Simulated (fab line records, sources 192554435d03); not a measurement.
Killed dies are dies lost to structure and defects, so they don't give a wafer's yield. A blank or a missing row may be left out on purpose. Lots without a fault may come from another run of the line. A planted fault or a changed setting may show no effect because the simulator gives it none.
Chamber matching | flow n5_finfet | N5_BEOL_M9_DESCUM_33 on rie_diel-05: 4 sister chambers
The step chemistry O2, time 7 s. 14 wafers are shown with their chamber, then 7 later ones without.

WAFERS WITH THEIR CHAMBER
wafer  | chamber | drypump_motor_current_A (A) | showerhead_plenum_p_Torr (Torr) | oes_product_au (a.u.)
L079.1 | 3       | 5.6                         | 2.18                            | 0.72
L079.3 | 2       | 5.0                         | 2.14                            | 0.70
L079.5 | 3       | 5.6                         | 2.18                            | 0.72
L082.1 | 3       | 5.6                         | 2.17                            | 0.72
L082.2 | 2       | 5.0                         | 2.14                            | 0.70
L082.6 | 0       | 6.2                         | 1.96                            | 0.69
L084.1 | 2       | 5.0                         | 2.13                            | 0.69
L084.3 | 3       | 5.6                         | 2.17                            | 0.71
L084.6 | 2       | 5.0                         | 2.14                            | 0.70
L086.2 | 1       | 5.7                         | 2.13                            | 0.82
L086.3 | 0       | 6.1                         | 1.96                            | 0.69
L086.4 | 3       | 5.6                         | 2.17                            | 0.71
L087.2 | 3       | 5.6                         | 2.17                            | 0.71
L087.4 | 1       | 5.7                         | 2.12                            | 0.82

SIGNATURES (means of the wafers above)
reading                  | chamber 0 | chamber 1 | chamber 2 | chamber 3 | scatter within a chamber
drypump_motor_current_A  | 6.150     | 5.700     | 5.000     | 5.600     | 0.0224
showerhead_plenum_p_Torr | 1.9600    | 2.1250    | 2.1375    | 2.1733    | 0.00508
oes_product_au           | 0.6900    | 0.8200    | 0.6975    | 0.7150    | 0.00474
Rule: a wafer's distance from a chamber is the root of the sum, over the readings, of the square of ((its reading less the chamber's mean) divided by the reading's scatter). The wafer belongs to the nearest chamber; if the next one is less than 2 further off, it can't be placed. The scatter: the root of (the sum of the squares of (reading less its chamber's mean) over the shown wafers, divided by (wafers less chambers)).

WAFERS WITHOUT THEIR CHAMBER
wafer  | drypump_motor_current_A (A) | showerhead_plenum_p_Torr (Torr) | oes_product_au (a.u.)
L087.6 | 6.2                         | 1.96                            | 0.69
L091.2 | 5.0                         | 2.13                            | 0.69
L091.3 | 5.6                         | 2.17                            | 0.71
L091.4 | 5.7                         | 2.12                            | 0.82
L095.1 | 5.7                         | 2.12                            | 0.80
L095.3 | 5.6                         | 2.16                            | 0.69
L095.4 | 6.1                         | 2.22                            | 0.94

WHICH CHAMBER EACH WENT THROUGH
wafer  | from the rows above | in truth
L087.6 | 0                   | 0
L091.2 | 2                   | 2
L091.3 | 3                   | 3
L091.4 | 1                   | 1
L095.1 | 1                   | 1
L095.3 | 3                   | 3
L095.4 | 1                   | 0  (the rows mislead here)
Placed correctly: 6 of 7. Can't be placed from these rows: 0. Placed wrongly: 1.
